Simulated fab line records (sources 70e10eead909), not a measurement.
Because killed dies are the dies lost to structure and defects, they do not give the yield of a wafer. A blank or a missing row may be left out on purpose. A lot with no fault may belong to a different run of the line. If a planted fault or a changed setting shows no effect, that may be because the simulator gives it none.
Matching of chambers || flow nand-harc || pecvd-02 running NHARC_A_M0_DEP_32: 3 sister chambers
The step deposits SiCN, target thk 30 nm. 16 wafers are shown with their chamber, then 8 later ones without.

== EACH WAFER AND ITS CHAMBER ==
{"wafer": "L074.4", "chamber": 0, "heater-power-w (W)": 643}
{"wafer": "L074.5", "chamber": 1, "heater-power-w (W)": 670}
{"wafer": "L074.6", "chamber": 2, "heater-power-w (W)": 559}
{"wafer": "L077.1", "chamber": 0, "heater-power-w (W)": 581}
{"wafer": "L077.2", "chamber": 1, "heater-power-w (W)": 643}
{"wafer": "L077.6", "chamber": 2, "heater-power-w (W)": 476}
{"wafer": "L079.2", "chamber": 1, "heater-power-w (W)": 621}
{"wafer": "L079.5", "chamber": 0, "heater-power-w (W)": 674}
{"wafer": "L079.6", "chamber": 1, "heater-power-w (W)": 637}
{"wafer": "L075.4", "chamber": 1, "heater-power-w (W)": 559}
{"wafer": "L075.5", "chamber": 2, "heater-power-w (W)": 514}
{"wafer": "L075.6", "chamber": 0, "heater-power-w (W)": 660}
{"wafer": "L082.1", "chamber": 1, "heater-power-w (W)": 540}
{"wafer": "L082.4", "chamber": 1, "heater-power-w (W)": 542}
{"wafer": "L082.5", "chamber": 0, "heater-power-w (W)": 716}
{"wafer": "L085.1", "chamber": 0, "heater-power-w (W)": 701}

SIGNATURES, as means of the wafers listed above
{"reading": "heater-power-w", "chamber 0": 662.50, "chamber 1": 601.71, "chamber 2": 516.33, "scatter within a chamber": 49.7}
Rule: for each reading, subtract the chamber's mean from the wafer's reading, divide by that reading's scatter and square the result; add these up over the readings and take the root, which gives the wafer's distance from the chamber. The wafer belongs to the nearest chamber; if the next one is less than 2 further off, it can't be placed. The scatter: the root of (the sum of the squares of (reading less its chamber's mean) over the shown wafers, divided by (wafers less chambers)).

== WAFERS WITHOUT THEIR CHAMBER ==
{"wafer": "L085.3", "heater-power-w (W)": 707}
{"wafer": "L085.6", "heater-power-w (W)": 553}
{"wafer": "L087.1", "heater-power-w (W)": 615}
{"wafer": "L087.5", "heater-power-w (W)": 706}
{"wafer": "L087.6", "heater-power-w (W)": 601}
{"wafer": "L092.2", "heater-power-w (W)": 450}
{"wafer": "L092.3", "heater-power-w (W)": 624}
{"wafer": "L092.4", "heater-power-w (W)": 682}

== THE CHAMBER EACH PASSED THROUGH ==
{"wafer": "L085.3", "from the rows above": "can't be placed: 0 or 1", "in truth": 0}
{"wafer": "L085.6", "from the rows above": "can't be placed: 2 or 1 or 0", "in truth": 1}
{"wafer": "L087.1", "from the rows above": "can't be placed: 1 or 0 or 2", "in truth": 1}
{"wafer": "L087.5", "from the rows above": "can't be placed: 0 or 1", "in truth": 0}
{"wafer": "L087.6", "from the rows above": "can't be placed: 1 or 0 or 2", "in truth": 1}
{"wafer": "L092.2", "from the rows above": "can't be placed: 2 or 1", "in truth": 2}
{"wafer": "L092.3", "from the rows above": "can't be placed: 1 or 0 or 2", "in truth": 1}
{"wafer": "L092.4", "from the rows above": "can't be placed: 0 or 1", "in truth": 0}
Correctly placed: 0 of 8. Cannot be placed on the basis of these rows: 8; the candidates contain the true chamber in 8. 0 placed wrongly.
